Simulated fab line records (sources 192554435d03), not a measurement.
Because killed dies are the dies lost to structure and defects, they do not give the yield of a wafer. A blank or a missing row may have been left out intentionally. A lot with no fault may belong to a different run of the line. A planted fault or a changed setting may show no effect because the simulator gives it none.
Matching of chambers | flow n5-finfet | 4 sister chambers for N5_BEOL_M11_VIA_ETCH_34 on rie-diel-05
The step etches SiCOH lowk in C4F6/O2, target depth 184.5 nm, time 69.2 s. 7 wafers are shown with their chamber, then 7 later ones without.

== EACH WAFER AND ITS CHAMBER ==
wafer  | chamber | throttle-valve-pct (%) | showerhead-plenum-p-Torr (Torr)
L609.5 | 0       | 20.99                  | 2.81
L617.5 | 1       | 20.76                  | 2.82
L615.4 | 2       | 21.43                  | 2.71
L615.5 | 3       | 21.05                  | 2.90
L615.6 | 2       | 21.44                  | 2.71
L618.1 | 3       | 21.04                  | 2.90
L618.3 | 0       | 21.00                  | 2.80

== WAFERS WITHOUT THEIR CHAMBER ==
wafer  | throttle-valve-pct (%) | showerhead-plenum-p-Torr (Torr)
L618.5 | 21.44                  | 2.71
L619.4 | 21.01                  | 2.80
L619.5 | 20.99                  | 2.80
L619.6 | 21.05                  | 2.90
L622.3 | 20.81                  | 2.81
L622.5 | 21.06                  | 2.90
L622.6 | 21.01                  | 2.79

== EACH ONE'S CHAMBER ==
wafer  | from the rows above | in truth
L618.5 | 2                   | 2
L619.4 | 0                   | 0
L619.5 | 0                   | 0
L619.6 | 3                   | 3
L622.3 | 1                   | 1
L622.5 | 3                   | 3
L622.6 | 0                   | 0
Correctly placed: 7 of 7. Left unplaced by these rows: 0. Wrongly placed: 0.
How it was worked out, from the rows above alone: a wafer's distance from a chamber is the root of the sum, over the readings, of the square of ((its reading less the chamber's mean) divided by the reading's scatter). The wafer belongs to the nearest chamber; if the next one is less than 2 further off, it can't be placed. For every chamber, the mean is computed from those of its wafers that are shown. How the scatter is found: for the shown wafers, subtract from each reading the mean of its chamber, square and add these, divide the total by (wafers less chambers), then take the root.
